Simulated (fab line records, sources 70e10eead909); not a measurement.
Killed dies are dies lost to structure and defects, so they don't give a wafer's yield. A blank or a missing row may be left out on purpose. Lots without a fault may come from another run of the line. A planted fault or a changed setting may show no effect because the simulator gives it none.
A struck lot beside a sound one | flow nand_harc | 39 steps out of a route of 1302
Sound: wafers L534.1, L534.2, L534.5. Struck: wafers L547.1, L547.3, L547.5. The cause comes at the end.
At each step with rows: each side's tool, then ch and its chambers, then its first start. Under that, the readings that differ: sound wafers | struck wafers | difference of the means | sigmas: that difference in standard deviations of wafers without a fault.
alike: readings whose means differ by less than 2 such deviations, and words and numbers that are the same on both sides. not compared: withheld readings, readings that some wafer has no value for, bounds like >300 that may hide the same value, and numbers for which the record gives no deviation and whose values overlap.
The two part at a step that has a row with sigmas, a row that says differs or no value, or rows on one side only. Numbers that don't overlap but have no deviation are shown without sigmas and don't part them. A reading that every wafer of one side lacks parts them only if that side has two wafers or more.

first, 1 step without rows for these wafers: NHARC_A_CHANNEL_FILL_D2_ETCHBACK_20 (etches the open film in C4F8/O2/Ar, target depth 27 nm, time 13.5 s).
NHARC_A_CHANNEL_FILL_D2_STRIP_28: strips in O2, time 20 s.
  sound on rie_diel-06 ch 1,2, day 16 13:14; struck on rie_diel-06 ch 0,1,2, day 21 21:13
  alike: drypump_motor_current_A, oes_product_au, rf_vpp_V, showerhead_plenum_p_Torr, throttle_valve_pct
  not compared: rf_hours_counter_h
then, 4 steps without rows for these wafers: NHARC_A_CHANNEL_FILL_D2_PRECLEAN_21 (cleans in dHF, time 30 s); NHARC_A_CHANNEL_FILL_D2_SRD_23; NHARC_A_CHANNEL_FILL_D2_CVD_05 (deposits poly-Si, target thk 5 nm); NHARC_A_CHANNEL_FILL_D2_ANNEAL_22 (time 7200 s).
NHARC_A_CHANNEL_FILL_D2_THK_MEAS_06: measures by ellipsometry.
  sound on film_metro-01, day 17 01:10; struck on film_metro-02, day 22 09:16
  alike: thk_nm
then, 2 steps without rows for these wafers: NHARC_A_CHANNEL_FILL_D2_ALD_25 (deposits SiOx, target thk 60 nm, pulse time 10 s, ald cycles 600); NHARC_A_CHANNEL_FILL_D2_ETCHBACK_08 (etches the open film in C4F8, target depth 220 nm, time 110 s).
NHARC_A_CHANNEL_FILL_D2_STRIP_29: strips in O2, time 20 s.
  sound on rie_diel-06 ch 0,1, day 17 06:59; struck on rie_diel-06 ch 0,3
  reading                         | sound          | struck         | difference | sigmas
  showerhead_plenum_p_Torr (Torr) | 3.41 3.36 3.36 | 3.79 3.41 3.79 | +0.29      | +2
  alike: drypump_motor_current_A, oes_product_au, rf_vpp_V, throttle_valve_pct
  not compared: rf_hours_counter_h
then, 2 steps without rows for these wafers: NHARC_A_CHANNEL_FILL_D2_PRECLEAN_30 (cleans in dHF, time 30 s); NHARC_A_CHANNEL_FILL_D2_SRD_31.
NHARC_A_CHANNEL_FILL_D2_CVD_09: deposits poly-Si, target thk 150 nm, time 3000 s.
  sound on lpcvd_poly-01 ch 0, day 17 11:46; struck on lpcvd_poly-04 ch 0, day 22 17:22
  reading                  | sound          | struck      | difference | sigmas
  zone_power_upper_pct (%) | 10.1 10.2 10.0 | 8.0 8.1 7.9 | -2.1       | -2
  alike: spike_tc_top_C
NHARC_A_CHANNEL_FILL_D2_CMP_10: polishes, target thk 150 nm.
  sound on cmp-04 ch 0,2,3, day 17 15:01; struck on cmp-04 ch 0,1,3, day 22 20:37
  alike: motor_current_A, time_to_endpoint_s
then, 2 steps without rows for these wafers: NHARC_A_CHANNEL_FILL_D2_SRD_12; NHARC_A_CHANNEL_FILL_D2_RTA_24 (time 5 s).
NHARC_A_STAIRCASE_DEP_156: deposits SiNx, target thk 50 nm.
  sound on pecvd-04 ch 0,1, day 17 15:41; struck on pecvd-03 ch 0,1,2, day 22 21:14
  reading            | sound       | struck      | difference | sigmas
  heater_power_w (W) | 673 932 926 | 641 569 569 | -251       | -3
  alike: showerhead_vpp_V
then, 12 steps without rows for these wafers: NHARC_A_STAIRCASE_DEHYDRATE_158 (time 120 s); NHARC_A_STAIRCASE_HMDS_159 (time 30 s); NHARC_A_STAIRCASE_COAT_160; NHARC_A_STAIRCASE_SOFTBAKE_161 (time 170 s); NHARC_A_STAIRCASE_EBR_162; NHARC_A_STAIRCASE_EXPOSE_163 (exposes mask STAIR OPEN); NHARC_A_STAIRCASE_PEB_164 (peb time 130 s); NHARC_A_STAIRCASE_DEVELOP_165 (time 140 s); NHARC_A_STAIRCASE_HARDBAKE_167 (time 140 s); NHARC_A_STAIRCASE_DESCUM_168 (chemistry O2, time 3 s); NHARC_A_STAIRCASE_ETCH_169 (etches the open film in CH3F/O2, target depth 50 nm, time 107.1 s); NHARC_A_STAIRCASE_ETCH_170 (etches the open film in C4F6/O2, target depth 200 nm, time 66.667 s).
NHARC_A_STAIRCASE_STRIP_171: strips in O2.
  sound on plasma_asher-02 ch 0,1, day 17 17:07; struck on plasma_asher-02 ch 0,1, day 22 22:41
  alike: drypump_motor_current_A, heater_power_w, temp_c
  not compared: rf_hours_counter_h
then, 8 steps without rows for these wafers: NHARC_A_STAIRCASE_STRIP_172 (strips in SPM, time 900 s); NHARC_A_STAIRCASE_PRECLEAN_173 (cleans in SC1); NHARC_A_STAIRCASE_SRD_174; NHARC_A_STAIRCASE_DEHYDRATE_01 (time 120 s); NHARC_A_STAIRCASE_HMDS_02 (time 30 s); NHARC_A_STAIRCASE_COAT_03; NHARC_A_STAIRCASE_SOFTBAKE_04 (time 170 s); NHARC_A_STAIRCASE_EBR_05.
-- the record jumps here: 9 days lie between the struck wafers' starts before and after (it left off in module A_STAIRCASE and takes up again in module END, whose first step shown is number 1302 of the route) --
NHARC_END_SORT_01:
  the record has rows for the struck wafers here (prober-02 ch 0, day 31 18:12) and none for the sound ones

WHERE THEY PART
First at NHARC_A_CHANNEL_FILL_D2_STRIP_29; last, within this record, at NHARC_END_SORT_01.

WHY: what the simulator had put in
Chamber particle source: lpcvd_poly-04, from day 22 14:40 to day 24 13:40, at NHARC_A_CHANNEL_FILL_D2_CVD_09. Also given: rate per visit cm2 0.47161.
